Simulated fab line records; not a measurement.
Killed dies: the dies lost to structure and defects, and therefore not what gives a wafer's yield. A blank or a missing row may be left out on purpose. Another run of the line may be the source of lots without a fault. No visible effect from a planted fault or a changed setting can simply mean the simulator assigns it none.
What tool caused it? | flow nand-harc | 18 wafers from 6 lots sampled at 4 of the route's 1159 steps

== WHAT THE GAUGES SHOWED, per wafer ==
NHARC_END_SORT_01.
lot  | measured     | on        | killed-at-periphery
L853 | day 19 21:26 | prober-01 | 8 7 8
L854 | day 20 06:02 | prober-01 | 2 3 1
L865 | day 23 13:31 | prober-02 | 603 609 597
L871 | day 24 05:10 | prober-02 | 5 2 7
L873 | day 24 07:20 | prober-01 | 4 1 1
L875 | day 24 23:37 | prober-02 | 2 0 3

== WHICH TOOL RAN EACH LOT (tool, then ch and the chambers of the sampled wafers, then the start) ==
lot  | NHARC_P_CONTACT_CVD_23                   | NHARC_P_M0_DESCUM_14               | NHARC_P_M0_STRIP_18
L853 | cvd-w-02 ch 0,1, day 6 01:19 or earlier  | rie-diel-04 ch 0,2,3, day 6 01:19  | rie-diel-11 ch 0,1,3, day 6 01:42
L854 | cvd-w-01 ch 0,1, day 6 15:07 or earlier  | rie-diel-07 ch 1,2,3, day 6 15:07  | rie-diel-11 ch 2,3, day 6 15:31
L865 | cvd-w-01 ch 0,1, day 9 11:34 or earlier  | rie-diel-04 ch 1,2, day 9 11:34    | rie-diel-07 ch 0,1,3, day 9 12:01
L871 | cvd-w-01 ch 0,1, day 10 18:03 or earlier | rie-diel-04 ch 0,2,3, day 10 18:03 | rie-diel-04 ch 0,2,3, day 10 18:29
L873 | cvd-w-02 ch 0,1, day 10 19:35 or earlier | rie-diel-11 ch 0,3, day 10 19:35   | rie-diel-04 ch 0,2,3, day 10 20:02
L875 | cvd-w-02 ch 0,1, day 11 06:01 or earlier | rie-diel-11 ch 0,1,2, day 11 06:01 | rie-diel-07 ch 0,3, day 11 06:24
- NHARC_P_CONTACT_CVD_23: deposits W, target thk 200 nm, time 557 s.
- NHARC_P_M0_DESCUM_14: chemistry O2, time 3 s.
- NHARC_P_M0_STRIP_18: strips in N2/H2.

== THE ANSWER, worked out from the rows above alone ==
Rule: the usual values come from the lots themselves. The widest of any qualifying gaps counts: lots, ordered by their means at a reading, are off when they make up no more than a third of the lots, leave a main group of 4 or more, and stand apart from it by 3 or more times the standard deviation of that group's means. Not used: any main group whose means are identical at the precision the tables above print for the reading. A lot without any number at a reading at which 4 lots or more have one is off too. Any other lot the step has rows for is counted as sound.
Off, at NHARC_END_SORT_01 on killed-at-periphery: L865. The main group: mean 3.6, standard deviation 2.3.
A tool fits if, at a process step before that reading, it ran every lot that is off, and no sound lot after the first of them. Gauges at NHARC_END_SORT_01: tried the same way as those tools. NHARC_P_CONTACT_CVD_23 gives no start for some lots, so the hours and the order of its lots are those of NHARC_P_M0_DESCUM_14. Not one of the candidates tried fits.

== WHAT THE SIMULATOR PUT IN ==
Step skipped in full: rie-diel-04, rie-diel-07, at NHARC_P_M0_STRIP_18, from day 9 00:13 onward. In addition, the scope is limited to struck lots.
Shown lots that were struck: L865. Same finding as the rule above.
